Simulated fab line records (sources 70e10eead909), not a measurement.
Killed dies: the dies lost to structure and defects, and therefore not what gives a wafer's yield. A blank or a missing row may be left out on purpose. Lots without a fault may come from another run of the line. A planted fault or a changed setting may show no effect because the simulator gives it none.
Which of the tools did it? | flow nand_harc | Sampling: 14 lots, 42 wafers, 4 of 1302 route steps

## WHAT EACH GAUGE READ, for each wafer
NHARC_END_SORT_01.
lot  | measured     | on        | killed_at_array | killed_at_other | killed_at_periphery | killed_dies | killed_open | killed_short
L685 | day 28 07:16 | prober-02 | 142 58 142      | 1 5 0           | 1 6 2               | 144 69 144  | 6 5 4       | 2 2 2
L687 | day 29 06:25 | prober-02 | 48 65 127       | 2 0 1           | 3 1 5               | 53 66 133   | 3 3 5       | 2 2 6

## TOOL THAT RAN EACH LOT (tool first, then ch and the chambers of the sampled wafers, then the start)
lot  | NHARC_A_CHANNEL_FILL_D2_ETCHBACK_08 | NHARC_THIN_TSV_CMP_01         | NHARC_THIN_TSV_ETCH_15
L675 | rie_diel-06 ch 1,2,3, day 14 17:22  | cmp-02 ch 0,1,3, day 22 16:07 | rie_si-01 ch 0,1,3, day 22 18:15
L676 | rie_diel-06 ch 0,2,3, day 15 13:24  | cmp-03 ch 0,1,2, day 23 19:27 | rie_si-05 ch 1,2,3, day 23 21:33
L677 | rie_diel-07 ch 0,3, day 16 07:30    | cmp-02 ch 1,2, day 24 11:53   | rie_si-01 ch 1,3, day 24 14:04
L678 | rie_diel-06 ch 1,2, day 16 07:30    | cmp-01 ch 1,2, day 24 10:41   | rie_si-05 ch 1,2, day 24 12:50
L679 | rie_diel-13 ch 0,1,3, day 17 02:19  | cmp-03 ch 0,2,3, day 25 18:49 | rie_si-01 ch 0,1, day 25 21:04
L680 | rie_diel-06 ch 0,2, day 17 06:53    | cmp-01 ch 0,1, day 25 17:37   | rie_si-05 ch 0,3, day 25 19:52
L685 | rie_diel-06 ch 0,1, day 19 18:12    | cmp-02 ch 2,3, day 27 14:37   | rie_si-05 ch 0,1,3, day 27 16:52
L687 | rie_diel-06 ch 0,1, day 19 23:53    | cmp-02 ch 1,2,3, day 28 14:37 | rie_si-06 ch 0,1,2, day 28 16:41
L689 | rie_diel-07 ch 1,2,3, day 21 11:24  | cmp-02 ch 0,2,3, day 29 21:43 | rie_si-06 ch 1,2, day 29 23:57
L692 | rie_diel-07 ch 0,1,2, day 21 23:02  | cmp-03 ch 0,1,3, day 30 10:10 | rie_si-01 ch 0,1,3, day 30 12:25
L693 | rie_diel-06 ch 1,2,3, day 22 13:02  | cmp-03 ch 0,2, day 30 13:17   | rie_si-01 ch 0,3, day 30 15:25
L694 | rie_diel-06 ch 1,2,3, day 23 10:42  | cmp-02 ch 0,2, day 31 11:40   | rie_si-01 ch 0,3, day 31 13:48
L695 | rie_diel-13 ch 0,1,3, day 23 10:52  | cmp-03 ch 0,1,2, day 31 12:55 | rie_si-05 ch 0,1,2, day 31 15:01
L698 | rie_diel-06 ch 1,3, day 24 07:16    | cmp-01 ch 0,1,2, day 32 19:54 | rie_si-05 ch 0,1,3, day 32 22:09
- NHARC_A_CHANNEL_FILL_D2_ETCHBACK_08: etches the open film in C4F8, target depth 220 nm, time 110 s.
- NHARC_THIN_TSV_CMP_01: polishes.
- NHARC_THIN_TSV_ETCH_15: target depth 3000 nm, bosch target overetch cycles 2, bosch etch step 2.8 s.

## WHAT THE TOOLS THEMSELVES READ (means of the sampled wafers that have a number; where no wafer has one, the mark that the record gives instead)
NHARC_A_CHANNEL_FILL_D2_ETCHBACK_08.
lot  | tool        | oes_product_au (a.u.) | rf_vpp_V (V)
L675 | rie_diel-06 | 0.99                  | 439.4
L676 | rie_diel-06 | 0.98                  | 440.4
L677 | rie_diel-07 | 0.93                  | 439.7
L678 | rie_diel-06 | 0.95                  | 439.4
L679 | rie_diel-13 | 0.93                  | 443.3
L680 | rie_diel-06 | 0.92                  | 439.9
L685 | rie_diel-06 | 0.92                  | 444.3
L687 | rie_diel-06 | 0.99                  | 443.1
L689 | rie_diel-07 | 1.01                  | 440.3
L692 | rie_diel-07 | 1.01                  | 439.1
L693 | rie_diel-06 | 0.92                  | 440.3
L694 | rie_diel-06 | 0.94                  | 440.4
L695 | rie_diel-13 | 1.00                  | 444.9
L698 | rie_diel-06 | 0.93                  | 441.7

NHARC_THIN_TSV_CMP_01.
lot  | tool   | edge_zone_pressure_frac | motor_current_A (A) | pad_life_wafers | slurry_flow_ml_min
L675 | cmp-02 | 0.998                   | 12.5                | 475             | 150.0
L676 | cmp-03 | 1.001                   | 11.5                | 518             | 150.1
L677 | cmp-02 | 1.000                   | 13.1                | 108             | 149.7
L678 | cmp-01 | 1.002                   | 12.5                | 234             | 150.1
L679 | cmp-03 | 1.008                   | 12.1                | 134             | 150.1
L680 | cmp-01 | 0.995                   | 12.7                | 348             | 150.2
L685 | cmp-02 | 0.999                   | 12.4                | 19              | 150.1
L687 | cmp-02 | 1.002                   | 12.9                | 99              | 149.8
L689 | cmp-02 | 1.002                   | 13.0                | 242             | 149.9
L692 | cmp-03 | 0.998                   | 12.0                | 200             | 149.7
L693 | cmp-03 | 1.003                   | 12.0                | 217             | 149.7
L694 | cmp-02 | 1.007                   | 13.0                | 8               | 150.4
L695 | cmp-03 | 1.000                   | 11.6                | 290             | 149.5
L698 | cmp-01 | 0.999                   | 12.1                | 236             | 150.0

NHARC_THIN_TSV_ETCH_15.
lot  | tool      | drypump_motor_current_A (A)
L675 | rie_si-01 | 5.3
L676 | rie_si-05 | 5.4
L677 | rie_si-01 | 5.6
L678 | rie_si-05 | 5.4
L679 | rie_si-01 | 5.5
L680 | rie_si-05 | 5.4
L685 | rie_si-05 | 5.3
L687 | rie_si-06 | 5.7
L689 | rie_si-06 | 6.1
L692 | rie_si-01 | 5.3
L693 | rie_si-01 | 4.9
L694 | rie_si-01 | 4.9
L695 | rie_si-05 | 5.3
L698 | rie_si-05 | 5.3

## THE ANSWER, worked out from the rows above alone
Rule: usual is defined by the lots themselves. The widest of any qualifying gaps counts: lots, ordered by their means at a reading, are off when they make up no more than a third of the lots, leave a main group of 4 or more, and stand apart from it by 3 or more times the standard deviation of that group's means. A main group whose means are all the same, to the digits that the tables above print for the reading, isn't used. Also off: a lot with no number at a reading for which 4 or more lots have one. Where the step has rows for the other lots, those lots are counted as sound. Order of review: gauges by route order, followed by the tools' own readings, for which a lot's mean as printed above is used. The first step at which some lot is off is used, and at that step the reading that is off furthest; a lot without a number counts as furthest.
No lot is off on any of the readings shown, so nothing can be concluded from this.

## WHAT THE SIMULATOR HAD INSERTED
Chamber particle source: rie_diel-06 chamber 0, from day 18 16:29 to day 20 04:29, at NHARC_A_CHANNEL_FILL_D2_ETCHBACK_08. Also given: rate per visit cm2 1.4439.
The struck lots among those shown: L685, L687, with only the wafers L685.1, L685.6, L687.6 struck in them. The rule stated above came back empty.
